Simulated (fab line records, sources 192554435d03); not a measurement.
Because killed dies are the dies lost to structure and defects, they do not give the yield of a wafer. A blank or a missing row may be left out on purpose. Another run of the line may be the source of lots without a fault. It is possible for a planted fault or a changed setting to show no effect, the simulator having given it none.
Chamber matching	flow n5_finfet	N5_BEOL_M9_ALD_74 on ald_metal-01: 4 sister chambers
The step deposits TaN, target thk 2 nm, pulse time 2 s, purge time 3 s. 16 wafers are shown with their chamber, then 8 later ones without.

WAFERS, EACH WITH ITS CHAMBER
wafer	chamber	heater_power_w (W)	heater_power_outer_w (W)
L074.1	0	402	230
L074.2	1	506	287
L074.6	0	398	228
L075.1	2	363	195
L075.4	0	395	222
L075.5	3	423	225
L083.2	1	498	284
L083.5	3	418	233
L083.6	2	361	199
L081.1	1	508	282
L081.3	3	412	227
L081.5	3	412	234
L090.3	2	357	192
L090.5	2	351	196
L090.6	1	524	280
L091.2	1	512	279

SIGNATURES (means of the wafers above)
reading	chamber 0	chamber 1	chamber 2	chamber 3	scatter within a chamber
heater_power_w	398.33	509.60	358.00	416.25	6.81
heater_power_outer_w	226.67	282.40	195.50	229.75	3.65
Rule: for a wafer and a chamber, the distance is found by dividing, reading by reading, the gap between the wafer's reading and the chamber's mean by the reading's scatter, squaring, summing and taking the root. The wafer belongs to the nearest chamber; if the next one is less than 2 further off, it can't be placed. The scatter: the root of (the sum of the squares of (reading less its chamber's mean) over the shown wafers, divided by (wafers less chambers)).

WAFERS WITHOUT THEIR CHAMBER
wafer	heater_power_w (W)	heater_power_outer_w (W)
L091.4	404	224
L091.5	365	204
L095.3	404	230
L095.4	417	238
L095.5	355	200
L097.1	357	199
L097.2	397	232
L097.3	520	285

CHAMBER TAKEN BY EACH
wafer	from the rows above	in truth
L091.4	can't be placed: 0 or 3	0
L091.5	2	2
L095.3	can't be placed: 0 or 3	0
L095.4	can't be placed: 3 or 0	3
L095.5	2	2
L097.1	2	2
L097.2	can't be placed: 0 or 3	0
L097.3	1	1
Correctly placed: 4 of 8. Can't be placed from these rows: 4 (the true chamber is among the candidates in 4). Placed wrongly: 0.
